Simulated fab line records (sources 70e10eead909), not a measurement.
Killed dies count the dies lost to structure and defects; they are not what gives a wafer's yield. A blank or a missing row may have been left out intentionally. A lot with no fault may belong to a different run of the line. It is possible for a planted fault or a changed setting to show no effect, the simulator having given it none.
What tool caused it? | flow nand_harc | 18 wafers from 6 lots sampled at 4 of the route's 1302 steps

## WHAT THE GAUGES READ, wafer by wafer
NHARC_A_SGD_CUT_THK_MEAS_22: measures by ellipsometry.
lot  | measured     | on            | thk_nm (nm)
L171 | day 20 10:04 | film_metro-02 | 149.0 148.0 147.1
L173 | day 21 08:34 | film_metro-02 | 148.6 149.2 148.3
L178 | day 22 20:23 | film_metro-02 | 147.8 149.1 148.7
L182 | day 24 09:19 | film_metro-02 | 148.9 147.5 148.3
L183 | day 24 09:19 | film_metro-01 | 148.0 141.4 149.2
L191 | day 28 02:57 | film_metro-02 | 149.9 147.7 149.3

## TOOL THAT RAN EACH LOT (tool first, then ch and the chambers of the sampled wafers, then the start)
lot  | NHARC_A_STAIRCASE_ETCHBACK_422     | NHARC_A_STAIRCASE_DEP_471       | NHARC_A_SGD_CUT_DEP_20
L171 | rie_diel-10 ch 1,2,3, day 20 00:58 | pecvd-02 ch 0,1,2, day 20 02:07 | fcvd-01 ch 0,1, day 20 04:47
L173 | rie_diel-03 ch 0,1, day 20 20:38   | pecvd-03 ch 0,1,2, day 20 21:23 | fcvd-02 ch 0,1, day 21 00:05
L178 | rie_diel-10 ch 0,1,2, day 22 12:14 | pecvd-01 ch 0,2, day 22 12:55   | fcvd-01 ch 0,1, day 22 15:37
L182 | rie_diel-03 ch 0,1,3, day 24 00:22 | pecvd-01 ch 0,1,2, day 24 01:06 | fcvd-02 ch 1, day 24 03:53
L183 | rie_diel-03 ch 0,1,2, day 24 00:43 | pecvd-01 ch 1,2, day 24 01:21   | fcvd-02 ch 1, day 24 04:19
L191 | rie_diel-10 ch 0,3, day 27 17:46   | pecvd-03 ch 0,2, day 27 18:29   | fcvd-01 ch 0,1, day 27 21:14
- NHARC_A_STAIRCASE_ETCHBACK_422: etches the open film in CH3F/O2, target depth 40 nm, time 74.286 s.
- NHARC_A_STAIRCASE_DEP_471: deposits SiO2, target thk 100 nm.
- NHARC_A_SGD_CUT_DEP_20: deposits SiO2, target thk 150 nm.

## THE ANSWER, worked out from the rows above alone
Rule: what is usual is taken from the lots themselves. Put in order of their means at a reading, lots are off if they are a third of the lots or fewer, leave a main group of 4 or more, and stand apart from it by a gap of 3 or more times the standard deviation of the main group's means; of several such gaps the widest counts. Not used: any main group whose means are identical at the precision the tables above print for the reading. Also off: a lot with no number at a reading for which 4 or more lots have one. The other lots that the step has rows for count as sound.
Off: L183, at NHARC_A_SGD_CUT_THK_MEAS_22 (thk_nm). Main group: mean 148.5 nm, sd 0.33.
If a tool, at a process step before that reading, ran all the lots that are off and no sound lot after the first of them, it fits. The gauges at NHARC_A_SGD_CUT_THK_MEAS_22 are tried like those tools. Can't be told from this: 4 tools fit, rie_diel-03 at NHARC_A_STAIRCASE_ETCHBACK_422, pecvd-01 at NHARC_A_STAIRCASE_DEP_471, fcvd-02 at NHARC_A_SGD_CUT_DEP_20, film_metro-01 at NHARC_A_SGD_CUT_THK_MEAS_22.

## WHAT WAS PUT IN BY THE SIMULATOR
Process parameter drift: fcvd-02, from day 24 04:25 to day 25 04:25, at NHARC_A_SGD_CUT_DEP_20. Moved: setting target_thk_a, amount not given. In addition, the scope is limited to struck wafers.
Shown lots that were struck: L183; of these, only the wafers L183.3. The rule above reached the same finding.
